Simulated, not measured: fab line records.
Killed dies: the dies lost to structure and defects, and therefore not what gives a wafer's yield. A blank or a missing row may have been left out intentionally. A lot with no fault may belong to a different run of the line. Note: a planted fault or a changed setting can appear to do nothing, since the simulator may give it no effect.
Chamber matching | flow n5Finfet | aldMetal-04 running N5_BEOL_M0_ALD_136: 4 sister chambers
The step deposits TaN, pulse time 2 s, purge time 3 s, co reactant purge time 2 s. 20 wafers are shown with their chamber, then 10 later ones without.

== WAFERS, EACH WITH ITS CHAMBER ==
wafer  | chamber | heaterPowerW (W)
L074.2 | 1       | 387
L074.5 | 1       | 371
L074.6 | 0       | 505
L077.1 | 2       | 414
L077.2 | 0       | 490
L077.3 | 3       | 366
L078.1 | 3       | 365
L078.5 | 3       | 378
L078.6 | 1       | 376
L080.3 | 1       | 380
L080.4 | 3       | 362
L080.6 | 2       | 412
L081.3 | 3       | 376
L081.4 | 3       | 378
L081.5 | 1       | 383
L082.2 | 3       | 357
L082.3 | 2       | 414
L082.6 | 1       | 381
L085.1 | 3       | 373
L085.3 | 2       | 415

SIGNATURES (means of the wafers above)
reading      | chamber 0 | chamber 1 | chamber 2 | chamber 3 | scatter within a chamber
heaterPowerW | 497.50    | 379.67    | 413.75    | 369.38    | 6.69
Rule: a wafer lies at a distance from a chamber equal to the root of the sum of squares, over the readings, of (its reading less the chamber's mean, divided by the reading's scatter). If the next closest chamber is less than 2 further off than the closest, the wafer can't be placed; otherwise it belongs to the closest. How the scatter is found: for the shown wafers, subtract from each reading the mean of its chamber, square and add these, divide the total by (wafers less chambers), then take the root.

== WAFERS WHOSE CHAMBER IS MISSING ==
wafer  | heaterPowerW (W)
L085.4 | 498
L086.2 | 486
L086.4 | 421
L086.5 | 359
L093.1 | 414
L093.2 | 491
L093.6 | 373
L097.2 | 385
L097.3 | 413
L097.5 | 367

== CHAMBER TAKEN BY EACH ==
wafer  | from the rows above     | in truth
L085.4 | 0                       | 0
L086.2 | 0                       | 0
L086.4 | 2                       | 2
L086.5 | can't be placed: 3 or 1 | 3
L093.1 | 2                       | 2
L093.2 | 0                       | 0
L093.6 | can't be placed: 3 or 1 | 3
L097.2 | can't be placed: 1 or 3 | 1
L097.3 | 2                       | 2
L097.5 | can't be placed: 3 or 1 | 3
Placed correctly: 6 of 10. From these rows, 4 cannot be placed; in 4 the true chamber is one of the candidates. 0 placed wrongly.
